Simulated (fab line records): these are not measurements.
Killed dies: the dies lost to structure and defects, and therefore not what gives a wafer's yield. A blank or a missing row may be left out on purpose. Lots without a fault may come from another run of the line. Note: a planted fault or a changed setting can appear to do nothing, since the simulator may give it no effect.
Matching of chambers | flow nand-harc | NHARC_A_STAIRCASE_DEP_259 on pecvd-03: 3 sister chambers
The step deposits SiON, target thk 30 nm. 3 wafers are shown with their chamber, then 12 later ones without.

## WAFERS PAIRED WITH THEIR CHAMBERS
wafer  | chamber | heater-power-w (W)
L093.4 | 0       | 756
L093.5 | 2       | 676
L093.6 | 1       | 611

## WAFERS MISSING THEIR CHAMBER
wafer  | heater-power-w (W)
L094.2 | 653
L094.5 | 732
L094.6 | 677
L095.1 | 622
L095.2 | 683
L095.6 | 628
L096.1 | 621
L096.2 | 615
L096.5 | 614
L097.1 | 764
L097.3 | 645
L097.4 | 614

## WHICH CHAMBER EACH ONE RAN IN
wafer  | from the rows above     | in truth
L094.2 | can't be placed: 2 or 1 | 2
L094.5 | 0                       | 0
L094.6 | 2                       | 2
L095.1 | 1                       | 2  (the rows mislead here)
L095.2 | 2                       | 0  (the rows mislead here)
L095.6 | 1                       | 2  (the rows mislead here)
L096.1 | 1                       | 1
L096.2 | 1                       | 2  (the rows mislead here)
L096.5 | 1                       | 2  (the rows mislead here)
L097.1 | 0                       | 0
L097.3 | can't be placed: 2 or 1 | 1
L097.4 | 1                       | 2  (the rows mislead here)
Placed correctly: 4 of 12. From these rows, 2 cannot be placed; in 2 the true chamber is one of the candidates. Placed wrongly: 6.
How it was worked out, from the rows above alone: a wafer's distance from a chamber is the root of the sum, over the readings, of the square of ((its reading less the chamber's mean) divided by the reading's scatter). The wafer belongs to the nearest chamber; if the next one is less than 2 further off, it can't be placed. Each chamber's mean is taken over the wafers shown for it. The scatter (one wafer shown for each chamber): square how far every hidden wafer sits from the nearest shown wafer, average those squares and take the square root.
